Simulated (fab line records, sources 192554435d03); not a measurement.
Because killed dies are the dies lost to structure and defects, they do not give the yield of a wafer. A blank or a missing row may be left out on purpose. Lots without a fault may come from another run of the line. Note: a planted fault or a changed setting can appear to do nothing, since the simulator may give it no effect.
fab line records -- flow n5_finfet
record: lots: 8, wafers: 24, last_day: 17
route steps=1938 shown DUMMY_GATE@231 BEOL_M4@1111 PASSIVATION@1936
lots that met no fault: from a run of the same line without faults
start_h: the number of hours between the record's first day and the start of the first shown wafer of the lot -- wait_h: hours since the lot's step before -- " as in the row above -- L1.1+2: a row that stands for several wafers -- - no value, or no start was given -- * or withheld: withheld -- < > ~ a bound
route shown NAME@n: a module of which the file shows steps, and the number in the route of the first -- usual: mean/standard deviation taken from wafers without a fault -- same: alike in all rows -- chamber/n: place in a boat -- sites: the reading at each site -- _std_site: standard deviation across them -- _edge_site: the outer-site mean with the inner-site mean subtracted -- radius_mm: for every site, how far away it sits from the centre of the wafer -- mask NAME#n: copy n -- behind: tool/chamber where the wafer was last shaped -- hold: what put the lot on hold/how long, in hours/how the hold closed -- device: whichever transistor did not switch (one of n, p or np) -- end of line: at the end of the route, the tests of the same wafers -- for a step that has no rows: nothing shown but its recipe -- killed: dies that structure and defects cost at the first sort, which is not the same as the wafer's yield -- map: a wafer's dies, marking killed ones x, the rest . and places with no die _
set.NAME: the run value of the setting; set.NAME@STEP: its run value at that earlier step -- model.NAME: the simulator's own value behind a step, which no gauge read
route steps across a sampled set of lots; one table per step, one row per wafer
services: the hour from which a tool's chamber was out of use, counted from the record's first day as start_h (under 0 if before that day), plus the number of hours and why
== steps ==
step: N5_DUMMY_GATE_CD_MEAS_15
recipe: target_cd_nm: 25.8, landing_energy_ev: 500, detector: se_inlens
usual: cd_nm: 25.06/0.25
lot.wafer,tool,chamber,start_h,wait_h,cd_nm
L829.2,cd_sem-02,0,51.48,-,25.10
L829.3,cd_sem-02,0,51.48,-,25.10
L829.4,cd_sem-02,0,51.48,-,24.52
L831.3,cd_sem-03,0,59.52,-,25.18
L831.5,cd_sem-03,0,59.52,-,25.20
L831.6,cd_sem-03,0,59.52,-,25.33
L834.1,cd_sem-02,0,76.95,-,25.06
L834.4,cd_sem-02,0,76.95,-,24.71
L834.6,cd_sem-02,0,76.95,-,25.05
L846.1,cd_sem-03,0,148.60,-,25.35
L846.2,cd_sem-03,0,148.60,-,25.28
L846.3,cd_sem-03,0,148.60,-,25.29
L847.2,cd_sem-02,0,159.42,-,25.16
L847.4,cd_sem-02,0,159.42,-,24.99
L847.5,cd_sem-02,0,159.42,-,25.34
L850.2,cd_sem-02,0,171.97,-,25.24
L850.4,cd_sem-02,0,171.97,-,25.72
L850.5,cd_sem-02,0,171.97,-,25.09
L851.1,cd_sem-03,0,181.13,-,25.13
L851.3,cd_sem-03,0,181.13,-,25.13
L851.6,cd_sem-03,0,181.13,-,24.58
L852.3,cd_sem-02,0,183.06,-,25.31
L852.4,cd_sem-02,0,183.06,-,24.88
L852.6,cd_sem-02,0,183.06,-,25.16
step: N5_DUMMY_GATE_TRIM_49
recipe: chemistry: O2, resist: SOC, time_s: 29, target_cd_nm: 14, source_power_w: 300, bias_power_w: 0, O2_flow_sccm: 100, temp_c: 20
usual: drypump_motor_current_A: 5.7/0.57, oes_product_au: 1.005/0.019, temp_c: 19.99/0.094, throttle_valve_pct: 8.14/0.11
lot.wafer,tool,chamber,start_h,wait_h,drypump_motor_current_A,oes_product_au,rf_hours_counter_h,temp_c,throttle_valve_pct
L829.2,rie_si-02,1,51.83,0.0,4.9,1.018,3,19.91,8.13
L829.3,rie_si-02,0,51.83,0.0,6.2,1.000,168,20.06,8.27
L829.4,rie_si-02,3,51.83,0.0,4.9,0.974,107,19.87,8.08
L831.3,rie_si-04,0,59.87,0.0,5.5,1.015,26,20.00,8.06
L831.5,rie_si-04,1,59.87,0.0,6.2,1.010,-,19.93,8.08
L831.6,rie_si-04,0,59.87,0.0,5.5,1.029,-,19.89,8.04
L834.1,rie_si-02,0,77.68,0.0,6.2,0.987,168,20.02,8.27
L834.4,rie_si-02,1,77.68,0.0,4.9,1.002,4,20.02,8.14
L834.6,rie_si-02,3,77.68,0.0,4.8,0.957,-,19.98,8.10
L846.1,rie_si-02,3,148.96,0.0,4.8,0.966,109,20.02,8.11
L846.2,rie_si-02,0,148.96,0.0,6.2,0.994,170,20.10,8.26
L846.3,rie_si-02,1,148.96,0.0,4.9,1.372,5,19.84,8.12
L847.2,rie_si-02,3,159.78,0.0,4.9,0.961,109,19.98,8.10
L847.4,rie_si-02,1,159.78,0.0,4.9,1.365,6,20.12,8.12
L847.5,rie_si-02,2,159.78,0.0,6.6,1.015,-,20.10,8.38
L850.2,rie_si-01,2,172.32,0.0,5.3,1.006,8,19.84,8.07
L850.4,rie_si-01,3,172.32,0.0,5.6,1.034,120,20.07,8.08
L850.5,rie_si-01,3,172.32,0.0,5.6,1.036,-,20.00,8.10
L851.1,rie_si-01,2,181.49,0.0,5.3,1.005,9,19.90,8.06
L851.3,rie_si-01,1,181.49,0.0,5.8,1.000,157,20.03,8.18
L851.6,rie_si-01,1,181.49,0.0,5.8,1.008,-,20.08,8.15
L852.3,rie_si-01,0,183.42,0.0,6.3,0.988,138,20.02,7.98
L852.4,rie_si-01,3,183.42,0.0,5.6,1.019,121,19.93,8.08
L852.6,rie_si-01,2,183.42,0.0,5.3,1.002,-,20.01,8.07
step: N5_DUMMY_GATE_CD_MEAS_50
recipe: target_cd_nm: 14
usual: cd_nm: 14.0/0.32
lot.wafer,tool,chamber,start_h,wait_h,cd_nm
L829.2,cd_sem-02,-,52.08,0.0,14.3
L829.3,cd_sem-02,-,52.08,0.0,13.8
L829.4,cd_sem-02,-,52.08,0.0,13.4
L831.3,cd_sem-02,-,60.13,0.0,14.1
L831.5,cd_sem-02,-,60.13,0.0,14.3
L831.6,cd_sem-02,-,60.13,0.0,14.0
L834.1,cd_sem-02,-,77.83,0.0,14.1
L834.4,cd_sem-02,-,77.83,0.0,14.2
L834.6,cd_sem-02,-,77.83,0.0,13.5
L846.1,cd_sem-02,-,149.10,0.0,14.4
L846.2,cd_sem-02,-,149.10,0.0,14.2
L846.3,cd_sem-02,-,149.10,0.0,9.9
L847.2,cd_sem-03,-,159.93,0.0,14.5
L847.4,cd_sem-03,-,159.93,0.0,9.5
L847.5,cd_sem-03,-,159.93,0.0,14.0
L850.2,cd_sem-01,-,172.47,0.0,14.1
L850.4,cd_sem-01,-,172.47,0.0,14.3
L850.5,cd_sem-01,-,172.47,0.0,14.5
L851.1,cd_sem-02,-,181.63,0.0,13.9
L851.3,cd_sem-02,-,181.63,0.0,14.2
L851.6,cd_sem-02,-,181.63,0.0,13.9
L852.3,cd_sem-03,-,183.57,0.0,13.7
L852.4,cd_sem-03,-,183.57,0.0,14.3
L852.6,cd_sem-03,-,183.57,0.0,14.2
step: N5_DUMMY_GATE_STRIP_41
recipe: chemistry: O2, power_w: 400, temp_c: 40, pressure_mtorr: 30, rf_frequency_hz: 6e+07, bias_power_w: 0, overash_fraction: 0.3, o2_flow_sccm: 225
usual: drypump_motor_current_A: 5.6/0.49, oes_product_au: 0.82/0.084, rf_vpp_V: 3.7/0.5, showerhead_plenum_p_Torr: 2.13/0.067, temp_c: 40.01/0.1, throttle_valve_pct: 16.60/0.21
lot.wafer,tool,chamber,start_h,wait_h,drypump_motor_current_A,oes_product_au,rf_hours_counter_h,rf_vpp_V,showerhead_plenum_p_Torr,temp_c,throttle_valve_pct
L829.2,rie_diel-03,3,52.23,0.0,5.7,0.70,243,3.6,2.16,40.07,16.95
L829.3,rie_diel-03,0,52.23,0.0,5.6,0.69,238,4.1,2.07,40.02,16.58
L829.4,rie_diel-03,3,52.23,0.0,5.8,0.70,-,3.1,2.16,39.97,16.95
L831.3,rie_diel-01,2,60.22,0.0,4.9,0.88,43,2.9,2.05,39.91,16.35
L831.5,rie_diel-01,0,60.22,0.0,5.8,0.91,-,3.6,2.24,40.19,16.67
L831.6,rie_diel-01,1,60.22,0.0,5.7,0.82,-,2.5,2.12,40.00,16.53
L834.1,rie_diel-01,3,77.92,0.0,5.5,0.95,10,3.0,2.15,39.93,16.50
L834.4,rie_diel-01,0,77.92,0.0,5.8,0.90,17,3.8,2.24,40.20,16.68
L834.6,rie_diel-01,0,77.92,0.0,5.8,0.90,-,3.2,2.24,39.97,16.67
L846.1,rie_diel-02,1,149.20,0.0,5.8,0.70,232,2.5,2.06,40.06,17.11
L846.2,rie_diel-02,2,149.20,0.0,5.0,0.81,78,4.2,2.03,39.73,16.65
L846.3,rie_diel-02,0,149.20,0.0,6.1,0.77,135,3.3,2.18,40.12,16.29
L847.2,rie_diel-01,3,160.03,0.0,5.5,0.90,30,3.7,2.14,40.09,16.55
L847.4,rie_diel-01,0,160.03,0.0,5.8,0.85,44,3.4,2.23,40.02,16.74
L847.5,rie_diel-01,2,160.03,0.0,4.9,0.84,-,3.2,2.04,40.13,16.40
L850.2,rie_diel-02,0,172.57,0.0,6.1,0.76,141,3.4,2.18,40.02,16.31
L850.4,rie_diel-02,2,172.57,0.0,5.0,0.81,85,4.7,2.03,40.00,16.67
L850.5,rie_diel-02,2,172.57,0.0,5.1,0.82,-,2.8,2.03,39.93,16.67
L851.1,rie_diel-01,0,181.73,0.0,5.8,0.86,49,3.2,2.23,39.89,16.73
L851.3,rie_diel-01,1,181.73,0.0,5.7,0.77,136,4.2,2.11,40.02,16.61
L851.6,rie_diel-01,1,181.73,0.0,5.7,0.78,-,3.6,2.10,40.04,16.61
L852.3,rie_diel-03,3,183.66,0.0,5.7,0.91,25,3.2,2.14,39.91,16.54
L852.4,rie_diel-03,1,183.66,0.0,6.6,0.73,201,3.8,2.16,39.92,16.73
L852.6,rie_diel-03,2,183.66,0.0,6.4,0.88,-,4.0,2.22,39.92,16.43
step: N5_DUMMY_GATE_CD_MEAS_24
recipe: target_cd_nm: 15
usual: cd_nm: 15.1/0.37
lot.wafer,tool,chamber,start_h,wait_h,cd_nm
L829.2,cd_sem-01,-,52.63,0.1,15.6
L829.3,cd_sem-01,-,52.63,0.1,15.1
L829.4,cd_sem-01,-,52.63,0.1,14.6
L831.3,cd_sem-03,-,60.62,0.1,14.8
L831.5,cd_sem-03,-,60.62,0.1,15.1
L831.6,cd_sem-03,-,60.62,0.1,15.0
L834.1,cd_sem-02,-,78.32,0.1,15.3
L834.4,cd_sem-02,-,78.32,0.1,15.2
L834.6,cd_sem-02,-,78.32,0.1,15.4
L846.1,cd_sem-03,-,149.60,0.1,15.3
L846.2,cd_sem-03,-,149.60,0.1,15.5
L846.3,cd_sem-03,-,149.60,0.1,10.4
L847.2,cd_sem-03,-,160.43,0.1,15.7
L847.4,cd_sem-03,-,160.43,0.1,10.4
L847.5,cd_sem-03,-,160.43,0.1,15.0
L850.2,cd_sem-01,-,172.97,0.1,14.9
L850.4,cd_sem-01,-,172.97,0.1,15.7
L850.5,cd_sem-01,-,172.97,0.1,15.7
L851.1,cd_sem-02,-,182.13,0.1,14.9
L851.3,cd_sem-02,-,182.13,0.1,14.9
L851.6,cd_sem-02,-,182.13,0.1,14.7
L852.3,cd_sem-03,-,184.07,0.1,14.9
L852.4,cd_sem-03,-,184.07,0.1,14.9
L852.6,cd_sem-03,-,184.07,0.1,15.1
step: N5_DUMMY_GATE_ETCH_42
recipe: chemistry: CHF3/O2, target: SiO2, target_depth_a: 35, time_s: 31, ion_energy_ev: 30, bias_w: 12, pressure_mtorr: 30, source_w: 600, Ar_flow_sccm: 200, CHF3_flow_sccm: 50, O2_flow_sccm: 5
usual: drypump_motor_current_A: 5.6/0.52, oes_product_au: 0.83/0.087, rf_vpp_V: 42.7/0.86, showerhead_plenum_p_Torr: 2.45/0.074, throttle_valve_pct: 18.69/0.23
lot.wafer,tool,chamber,start_h,wait_h,drypump_motor_current_A,oes_product_au,rf_hours_counter_h,rf_vpp_V,showerhead_plenum_p_Torr,throttle_valve_pct
L829.2,rie_diel-01,3,52.68,0.0,5.5,0.97,3,43.7,2.47,18.63
L829.3,rie_diel-01,0,52.68,0.0,5.8,0.92,10,43.0,2.57,18.80
L829.4,rie_diel-01,2,52.68,0.0,4.8,0.88,41,42.8,2.35,18.40
L831.3,rie_diel-01,3,60.67,0.0,5.5,0.96,5,44.0,2.47,18.61
L831.5,rie_diel-01,3,60.67,0.0,5.6,0.96,-,43.3,2.47,18.63
L831.6,rie_diel-01,0,60.67,0.0,5.8,0.92,-,43.8,2.57,18.82
L834.1,rie_diel-01,0,78.37,0.0,5.8,0.90,17,42.8,2.56,18.82
L834.4,rie_diel-01,3,78.37,0.0,5.5,0.94,10,40.9,2.47,18.64
L834.6,rie_diel-01,1,78.37,0.0,5.7,0.80,-,43.2,2.43,18.68
L846.1,rie_diel-02,3,149.65,0.0,4.9,0.70,226,44.9,2.48,18.98
L846.2,rie_diel-02,2,149.65,0.0,5.1,0.82,78,43.6,2.35,18.81
L846.3,rie_diel-02,0,149.65,0.0,6.1,0.78,135,42.2,2.50,18.39
L847.2,rie_diel-02,2,160.48,0.0,5.1,0.82,81,41.3,2.34,18.81
L847.4,rie_diel-02,1,160.48,0.0,5.7,0.69,235,41.6,2.38,19.28
L847.5,rie_diel-02,3,160.48,0.0,4.9,0.69,-,43.1,2.47,18.96
L850.2,rie_diel-02,3,173.02,0.0,4.9,0.68,232,41.8,2.47,18.96
L850.4,rie_diel-02,0,173.02,0.0,6.1,0.77,141,43.5,2.50,18.40
L850.5,rie_diel-02,3,173.02,0.0,4.9,0.69,-,42.7,2.47,18.96
L851.1,rie_diel-03,1,182.18,0.0,6.6,0.73,200,43.2,2.48,18.84
L851.3,rie_diel-03,3,182.18,0.0,5.7,0.91,25,41.7,2.45,18.63
L851.6,rie_diel-03,0,182.18,0.0,5.7,0.93,-,42.7,2.37,18.23
L852.3,rie_diel-03,0,184.11,0.0,5.7,0.93,20,42.8,2.37,18.25
L852.4,rie_diel-03,2,184.11,0.0,6.4,0.88,38,41.3,2.55,18.60
L852.6,rie_diel-03,2,184.11,0.0,6.4,0.88,-,41.7,2.55,18.59
step: N5_BEOL_M4_RC_MEAS_101
usual: DIBL_N: 36.3/1.4, DIBL_P: 36.2/1.5, IOFF_N: 0.160/0.021, IOFF_P: 0.211/0.027, ION_N: 676/7.7, ION_P: 463/5.5, SS_N: 71.4/0.57, SS_P: 73.3/0.58, VT_N: 249.3/2.5, VT_P: -250.1/2.6
lot.wafer,tool,chamber,start_h,wait_h,DIBL_N[mV/V],DIBL_P[mV/V],IOFF_N[nA/um],IOFF_P[nA/um],ION_N[uA/um],ION_P[uA/um],SS_N[mV/dec],SS_P[mV/dec],VT_N[mV],VT_P[mV]
L829.2,prober-01,0,163.00,0.2,34.3,34.3,0.147,0.183,673,460,71.0,73.4,249.2,-253.5
L829.3,prober-01,0,163.00,0.2,35.3,34.4,0.144,0.182,667,455,71.3,73.5,251.0,-253.1
L829.4,prober-01,0,163.00,0.2,36.3,35.6,0.168,0.192,679,460,72.2,73.1,247.8,-251.2
L831.3,prober-01,0,186.48,0.3,34.7,35.4,0.147,0.193,674,461,70.8,72.1,249.7,-250.8
L831.5,prober-01,0,186.48,0.3,35.4,35.5,0.154,0.193,673,457,71.6,73.2,250.8,-250.3
L831.6,prober-01,0,186.48,0.3,35.9,36.0,0.162,0.212,676,463,71.6,72.9,249.0,-249.7
L834.1,prober-02,0,192.73,0.0,34.6,34.4,0.129,0.152,674,452,71.2,73.3,254.6,-257.9
L834.4,prober-02,0,192.73,0.0,36.3,36.7,0.158,0.173,669,454,71.3,74.3,249.1,-257.4
L834.6,prober-02,0,192.73,0.0,37.5,37.7,0.168,0.185,671,449,72.1,74.0,251.6,-253.5
L846.1,prober-02,0,265.66,0.0,36.1,35.1,0.162,0.204,672,465,71.2,72.9,248.7,-249.9
L846.2,prober-02,0,265.66,0.0,36.1,34.6,0.162,0.194,681,463,71.5,73.4,248.9,-252.3
L847.2,prober-02,0,283.61,0.2,35.0,34.3,0.146,0.194,679,467,70.6,72.6,249.2,-249.9
L847.5,prober-02,0,283.61,0.2,38.0,37.7,0.191,0.251,679,467,70.8,73.4,243.9,-248.9
L850.2,prober-01,0,300.78,0.2,36.7,38.9,0.172,0.245,678,468,71.2,73.8,248.6,-249.6
L850.4,prober-01,0,300.78,0.2,34.1,35.2,0.128,0.191,662,462,70.9,72.5,250.9,-248.4
L850.5,prober-01,0,300.78,0.2,34.5,36.2,0.141,0.199,671,461,70.6,73.5,251.8,-251.2
L851.1,prober-01,0,308.31,0.0,36.9,37.2,0.179,0.233,680,468,71.7,73.4,249.0,-246.6
L851.3,prober-01,0,308.31,0.0,36.1,36.4,0.162,0.231,683,469,71.4,74.0,249.9,-250.1
L851.6,prober-01,0,308.31,0.0,37.2,37.9,0.189,0.242,687,471,72.7,74.3,247.6,-248.8
L852.3,prober-01,0,313.48,0.3,36.2,36.6,0.155,0.221,673,465,71.6,74.1,250.7,-249.9
L852.4,prober-01,0,313.48,0.3,35.2,34.4,0.125,0.181,660,451,70.8,73.0,253.3,-250.6
L852.6,prober-01,0,313.48,0.3,37.5,37.0,0.157,0.228,673,460,71.8,74.3,250.6,-249.8
step: N5_PASSIVATION_PROBE_49
usual: defect_limited_yield: 91.3/1.4, killed_at_M0_to_M3: 34/10, killed_at_M4_up: 13/4.8, killed_at_contacts: 12/6.1, killed_at_front_end: 40/11, killed_at_other: 3.7/2.8, killed_dies: 103/16, killed_on_rim: 13/3.6, killed_open: 67/12, killed_short: 34/7.4, sort_bin_5_function: 5.1/0.95, sort_bin_6_memory: 3.2/0.62, sort_n_pass: 1077/16, sort_yield_pct: 91.3/1.4
same: gross_dies: 1180, killed_at_back_side: 0, sort_bin_4_leakage[%]: 0, sort_bin_8_speed[%]: 0
lot.wafer,tool,chamber,start_h,wait_h,defect_limited_yield[%],killed_at_M0_to_M3,killed_at_M4_up,killed_at_contacts,killed_at_front_end,killed_at_other,killed_dies,killed_on_rim,killed_open,killed_short,sort_bin_5_function[%],sort_bin_6_memory[%],sort_n_pass,sort_yield_pct[%]
L846.1,prober-01,-,371.76,0.0,91.0,31,10,16,48,1,106,15,71,35,5.4,3.1,1074,91.0
L846.2,prober-01,-,371.81,0.1,90.9,37,13,13,40,4,107,12,73,34,4.9,4.1,1073,90.9
L846.3,prober-01,-,371.86,0.1,0,20,13,13,1131,3,1180,152,60,31,96.4,3.3,0,0
L847.2,prober-01,-,391.21,0.1,89.4,35,19,13,53,5,125,16,77,46,5.9,4.2,1055,89.4
L847.4,prober-01,-,391.31,0.2,0,32,17,6,1119,6,1180,152,67,31,96.0,3.7,0,0
L847.5,prober-01,-,391.36,0.2,91.1,42,14,5,39,5,105,12,70,35,5.7,3.1,1075,91.1
killed by level:class
L846.1 MOL_CONTACT_COAG:geometric_particle:open=12 STI_FIN_REVEAL:geometric_particle:open=9 DUMMY_GATE:geometric_particle:open=9 GATE_CUT:geometric_particle:short=9 BEOL_M3:geometric_particle:open=7 BEOL_M2:geometric_particle:open=7 MOL_CONTACT_COAG:geometric_particle:short=4 BEOL_M0_SAQP:geometric_particle:open=4
L846.2 MOL_CONTACT_COAG:geometric_particle:open=12 BEOL_M0_SAQP:geometric_particle:short=10 STI_FIN_REVEAL:geometric_particle:open=9 BEOL_M2:geometric_particle:open=8 FIN_SAQP:geometric_particle:open=7 BEOL_M1:geometric_particle:open=7 GATE_CUT:geometric_particle:short=6 GATE_CUT:geometric_particle:open=5
L846.3 DUMMY_GATE:area_trim=1087 MOL_CONTACT_COAG:geometric_particle:open=12 STI_FIN_REVEAL:geometric_particle:open=11 GATE_CUT:geometric_particle:short=6 DUMMY_GATE:geometric_particle:open=5 GATE_CUT:geometric_particle:open=5 BEOL_M0_SAQP:geometric_particle:short=5 FIN_CUT:geometric_particle:short=4
L847.2 STI_FIN_REVEAL:geometric_particle:open=20 MOL_CONTACT_COAG:geometric_particle:open=10 FIN_SAQP:geometric_particle:short=8 BEOL_M0_SAQP:geometric_particle:short=8 BEOL_M4:geometric_particle:open=7 BEOL_M2:geometric_particle:open=7 FIN_SAQP:geometric_particle:open=5 STI_FIN_REVEAL:geometric_particle:short=5
L847.4 DUMMY_GATE:area_trim=1082 BEOL_M0_SAQP:geometric_particle:open=11 BEOL_M4:geometric_particle:open=10 STI_FIN_REVEAL:geometric_particle:open=9 DUMMY_GATE:geometric_particle:open=7 BEOL_M3:geometric_particle:open=7 MOL_CONTACT_COAG:geometric_particle:open=6 BEOL_M0_SAQP:geometric_particle:short=6
L847.5 BEOL_M0_SAQP:geometric_particle:open=13 STI_FIN_REVEAL:geometric_particle:open=11 BEOL_M2:geometric_particle:open=8 BEOL_M0_SAQP:geometric_particle:short=7 BEOL_M3:geometric_particle:open=7 FIN_SAQP:geometric_particle:short=6 FIN_SAQP:geometric_particle:open=5 MOL_CONTACT_COAG:geometric_particle:open=4
== services ==
tool,chamber,start_h,hours,kind
rie_diel-03,2,33.06,-,clean
rie_diel-03,2,33.06,-,consumable_replace:focus_ring
rie_diel-03,2,33.06,-,consumable_replace:showerhead
rie_diel-03,2,33.06,19.7,scheduled_down
rie_diel-03,2,33.06,19.7,vent_cycle
rie_si-04,3,41.10,3.7,repair
rie_si-01,-,59.69,1.5,repair
rie_diel-03,2,73.19,12.5,repair
rie_diel-03,3,85.72,-,clean
rie_diel-03,3,85.72,-,consumable_replace:focus_ring
rie_diel-03,3,85.72,16.5,scheduled_down
rie_diel-03,3,85.72,16.5,vent_cycle
rie_diel-02,3,88.48,5.4,repair
rie_si-02,2,101.70,3.4,repair
rie_diel-03,0,102.26,-,clean
rie_diel-03,0,102.26,-,consumable_replace:focus_ring
rie_si-01,3,121.54,2.4,repair
rie_si-01,0,122.46,1.1,repair
rie_si-04,2,122.89,4.2,repair
rie_diel-01,3,135.89,14.2,repair
rie_diel-02,0,141.71,3.3,repair
rie_diel-03,3,151.46,4.3,repair
rie_si-01,-,157.55,4.3,pm
rie_diel-03,2,170.31,8.0,repair
== key ==
first_sign: step: N5_DUMMY_GATE_TRIM_49, reading: oes_product_au, direction: up, sigmas: 19, usual: 1.005, struck: 1.368
effect: step: N5_DUMMY_GATE_CD_MEAS_50, reading: cd_nm, direction: down, sigmas: 14, usual: 14.0, struck: 9.7
effect: step: N5_DUMMY_GATE_CD_MEAS_24, reading: cd_nm, direction: down, sigmas: 13, usual: 15.1, struck: 10.4
effect: step: N5_PASSIVATION_PROBE_49, reading: killed_at_front_end, direction: up, sigmas: 99+, usual: 40, struck: 1125
more_kills_born_at: N5_DUMMY_GATE_TRIM_49@rie_si-02: 2169
met_at N5_DUMMY_GATE_TRIM_49
struck_lots L846,L847
struck_wafers L846.3,L847.4
later_rows_left_out L846.3,L847.4
not_acting_at N5_DUMMY_GATE_CD_MEAS_15,N5_DUMMY_GATE_STRIP_41,N5_DUMMY_GATE_ETCH_42
onset_between 77.68 148.96
fault: kind: process_parameter_drift, tool: rie_si-02, chamber: 1, onset_h: 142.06, steps: N5_DUMMY_GATE_TRIM_49, channel: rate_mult, offset: 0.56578, shape: step, end_h: 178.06
later_rows_left_out: the simulator's readings of these wafers behind a module that went badly wrong aren't trusted and aren't shown, but for the sort
